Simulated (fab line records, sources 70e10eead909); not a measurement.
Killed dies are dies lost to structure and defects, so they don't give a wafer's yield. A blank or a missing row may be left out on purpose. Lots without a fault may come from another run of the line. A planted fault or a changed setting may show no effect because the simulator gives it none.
A struck lot beside a sound one | flow nand_harc | 14 steps out of a route of 1302
Sound: wafers L912.1, L912.2, L912.3. Struck: wafers L917.2, L917.4, L917.6. The cause comes at the end.
At each step with rows: each side's tool, then ch and its chambers, then its first start. Under that, the readings that differ: sound wafers | struck wafers | difference of the means | sigmas: that difference in standard deviations of wafers without a fault.
alike: readings whose means differ by less than 2 such deviations, and words and numbers that are the same on both sides. not compared: withheld readings, readings that some wafer has no value for, bounds like >300 that may hide the same value, and numbers for which the record gives no deviation and whose values overlap.
The two part at a step that has a row with sigmas, a row that says differs or no value, or rows on one side only. Numbers that don't overlap but have no deviation are shown without sigmas and don't part them. A reading that every wafer of one side lacks parts them only if that side has two wafers or more.

first, 1 step without rows for these wafers: NHARC_A_ONON_D1_DEP_12 (target thk 1000 nm).
NHARC_A_ONON_D1_THK_MEAS_14: measures by ellipsometry.
  sound on film_metro-02, day 8 19:52; struck on film_metro-02, day 11 07:16
  alike: thk_nm
then, 2 steps without rows for these wafers: NHARC_A_ONON_D1_ANNEAL_15 (time 3600 s); NHARC_A_ONON_D1_DEP_16 (target thk 1000 nm).
NHARC_A_ONON_D1_THK_MEAS_18: measures by ellipsometry.
  sound on film_metro-02, day 9 03:38; struck on film_metro-02, day 11 15:01
  alike: thk_nm
then, 1 step without rows for these wafers: NHARC_A_ONON_D1_DEP_19 (target thk 1000 nm).
NHARC_A_ONON_D1_THK_MEAS_21: measures by ellipsometry.
  sound on film_metro-01, day 9 04:12; struck on film_metro-02, day 11 15:35
  alike: thk_nm
then, 1 step without rows for these wafers: NHARC_A_ONON_D1_DEP_22 (target thk 1000 nm).
NHARC_A_ONON_D1_THK_MEAS_24: measures by ellipsometry.
  sound on film_metro-02, day 9 04:46; struck on film_metro-01, day 11 16:09
  alike: thk_nm
then, 1 step without rows for these wafers: NHARC_A_ONON_D1_DEP_25 (target thk 1000 nm).
NHARC_A_ONON_D1_THK_MEAS_27: measures by ellipsometry.
  sound on film_metro-01, day 9 05:20; struck on film_metro-01, day 11 16:43
  alike: thk_nm
NHARC_A_ONON_D1_DEP_28: target thk 1000 nm.
  sound on pecvd_onon-01 ch 0, day 9 05:23; struck on pecvd_onon-02 ch 0, day 11 16:50
  alike: sih4_flow_sccm
NHARC_A_ONON_D1_THK_MEAS_30: measures by ellipsometry.
  sound on film_metro-01, day 9 05:54; struck on film_metro-02, day 11 17:17
  reading     | sound          | struck         | difference | sigmas
  thk_nm (nm) | 1001 1000 1001 | 1077 1078 1077 | +77        | +8
NHARC_A_ONON_D1_DEP_33: deposits SiO2, target thk 200 nm.
  sound on pecvd-04 ch 0,1,2, day 9 05:58; struck on pecvd-03 ch 0,2, day 11 17:20
  alike: heater_power_w, throttle_valve_pct

WHERE THEY PART
Only at NHARC_A_ONON_D1_THK_MEAS_30, within this record. Later steps at which nothing parts them and some readings are alike: NHARC_A_ONON_D1_DEP_33.

WHY: what the simulator had put in
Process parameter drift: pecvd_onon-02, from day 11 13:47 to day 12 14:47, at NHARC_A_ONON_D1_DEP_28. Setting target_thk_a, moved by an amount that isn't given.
